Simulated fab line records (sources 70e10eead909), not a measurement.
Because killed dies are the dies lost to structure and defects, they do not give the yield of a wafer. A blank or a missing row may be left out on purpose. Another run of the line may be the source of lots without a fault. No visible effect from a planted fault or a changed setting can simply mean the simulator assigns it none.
Which tool is to blame? / flow nand harc / Sampling: 6 lots, 18 wafers, 5 of 1302 route steps

WHAT EACH GAUGE READ, for each wafer
NHARC_END_SORT_01.
lot=L314; measured=day 26 12:15; on=prober-02; killed at array=25 26

WHICH TOOL RAN EACH LOT (tool, then ch and the chambers of the sampled wafers, then the start)
lot=L308; NHARC_A_CONTACT_ETCH_98=rie diel-10 ch 0,2, day 22 23:35; NHARC_THIN_TSV_ETCHBACK_48=rie diel-12 ch 1,2, day 24 08:19; NHARC_THIN_TSV_STRIP_62=plasma asher-01 ch 0,1, day 24 08:43; NHARC_THIN_TSV_CMP_21=cmp-01 ch 1,2,3, day 24 10:25
lot=L313; NHARC_A_CONTACT_ETCH_98=rie diel-10 ch 1,2,3, day 23 17:07; NHARC_THIN_TSV_ETCHBACK_48=rie diel-13 ch 1,2,3, day 25 03:43; NHARC_THIN_TSV_STRIP_62=plasma asher-02 ch 0,1, day 25 04:26; NHARC_THIN_TSV_CMP_21=cmp-02 ch 0,3, day 25 06:10
lot=L314; NHARC_A_CONTACT_ETCH_98=rie diel-10 ch 0,3, day 24 14:11; NHARC_THIN_TSV_ETCHBACK_48=rie diel-09 ch 0,2, day 25 23:44; NHARC_THIN_TSV_STRIP_62=plasma asher-02 ch 0,1, day 26 00:04; NHARC_THIN_TSV_CMP_21=cmp-02 ch 1,2, day 26 01:49
lot=L317; NHARC_A_CONTACT_ETCH_98=rie diel-10 ch 2,3, day 26 09:28; NHARC_THIN_TSV_ETCHBACK_48=rie diel-13 ch 0,3, day 27 19:11; NHARC_THIN_TSV_STRIP_62=plasma asher-01 ch 0,1, day 27 19:35; NHARC_THIN_TSV_CMP_21=cmp-01 ch 1,2, day 27 21:20
lot=L328; NHARC_A_CONTACT_ETCH_98=rie diel-05 ch 0,1,2, day 30 22:28; NHARC_THIN_TSV_ETCHBACK_48=rie diel-12 ch 0,2, day 32 15:46; NHARC_THIN_TSV_STRIP_62=plasma asher-02 ch 1, day 32 16:06; NHARC_THIN_TSV_CMP_21=cmp-02 ch 2,3, day 32 17:50
lot=L331; NHARC_A_CONTACT_ETCH_98=rie diel-10 ch 1,2, day 32 04:23; NHARC_THIN_TSV_ETCHBACK_48=rie diel-12 ch 0,2,3, day 33 13:33; NHARC_THIN_TSV_STRIP_62=plasma asher-01 ch 0,1, day 33 13:50; NHARC_THIN_TSV_CMP_21=cmp-02 ch 0,2,3, day 33 15:35
- NHARC_A_CONTACT_ETCH_98: etches the open film in C4F6/O2, target depth 20 nm, time 10 s.
- NHARC_THIN_TSV_ETCHBACK_48: etches the open film in C4F8/Ar, target depth 1028.5 nm, time 405.17 s.
- NHARC_THIN_TSV_STRIP_62: strips in N2/H2, time 20 s.
- NHARC_THIN_TSV_CMP_21: polishes, t overpolish 30 s, target thk 2000 nm.

THE ANSWER, worked out from the rows above alone
Rule: usual is defined by the lots themselves. The widest of any qualifying gaps counts: lots, ordered by their means at a reading, are off when they make up no more than a third of the lots, leave a main group of 4 or more, and stand apart from it by 3 or more times the standard deviation of that group's means. Not used: any main group whose means are identical at the precision the tables above print for the reading. A lot without any number at a reading at which 4 lots or more have one is off too. Any other lot the step has rows for is counted as sound.
No lot is off on any of the readings shown, so nothing can be concluded from this.

WHAT THE SIMULATOR HAD INSERTED
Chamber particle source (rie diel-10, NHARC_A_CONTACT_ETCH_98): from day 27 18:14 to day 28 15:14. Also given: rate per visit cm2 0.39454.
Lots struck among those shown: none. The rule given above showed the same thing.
